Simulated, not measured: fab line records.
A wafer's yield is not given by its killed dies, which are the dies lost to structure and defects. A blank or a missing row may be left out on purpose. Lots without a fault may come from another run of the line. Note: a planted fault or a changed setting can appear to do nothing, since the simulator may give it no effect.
Matching of chambers	flow n5_finfet	N5_BEOL_M7_ILD_DEP_00 on pecvd-04: 3 sister chambers
The step deposits SiCOH lowk from DEMS/porogen, target thk 179.75 nm, time 33.4 s. 6 wafers are shown with their chamber, then 9 later ones without.

WAFERS, EACH WITH ITS CHAMBER
wafer	chamber	throttle_valve_pct (%)	showerhead_plenum_p_Torr (Torr)
L551.1	2	12.7	5.701
L551.2	0	17.0	5.737
L551.5	1	14.1	5.746
L554.2	0	17.4	5.731
L554.3	1	13.9	5.735
L554.5	2	12.8	5.711

WAFERS MISSING THEIR CHAMBER
wafer	throttle_valve_pct (%)	showerhead_plenum_p_Torr (Torr)
L555.1	13.1	5.711
L555.5	17.3	5.741
L555.6	14.0	5.731
L562.1	14.0	5.736
L562.4	13.9	5.748
L562.5	17.3	5.738
L565.2	13.2	5.734
L565.3	14.3	5.746
L565.6	17.3	5.734

THE CHAMBER EACH PASSED THROUGH
wafer	from the rows above	in truth
L555.1	2	2
L555.5	0	0
L555.6	1	1
L562.1	1	1
L562.4	1	1
L562.5	0	0
L565.2	can't be placed: 1 or 2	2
L565.3	1	1
L565.6	0	0
Correctly placed: 8 of 9. Cannot be placed on the basis of these rows: 1; the candidates contain the true chamber in 1. Wrongly placed: 0.
How it was worked out, from the rows above alone: a wafer's distance from a chamber is the root of the sum, over the readings, of the square of ((its reading less the chamber's mean) divided by the reading's scatter). The wafer belongs to the nearest chamber; if the next one is less than 2 further off, it can't be placed. The mean given for a chamber averages the wafers shown for that chamber. The scatter is the square root of a quotient: the sum, over the shown wafers, of each reading's squared deviation from its chamber's mean, divided by wafers minus chambers.
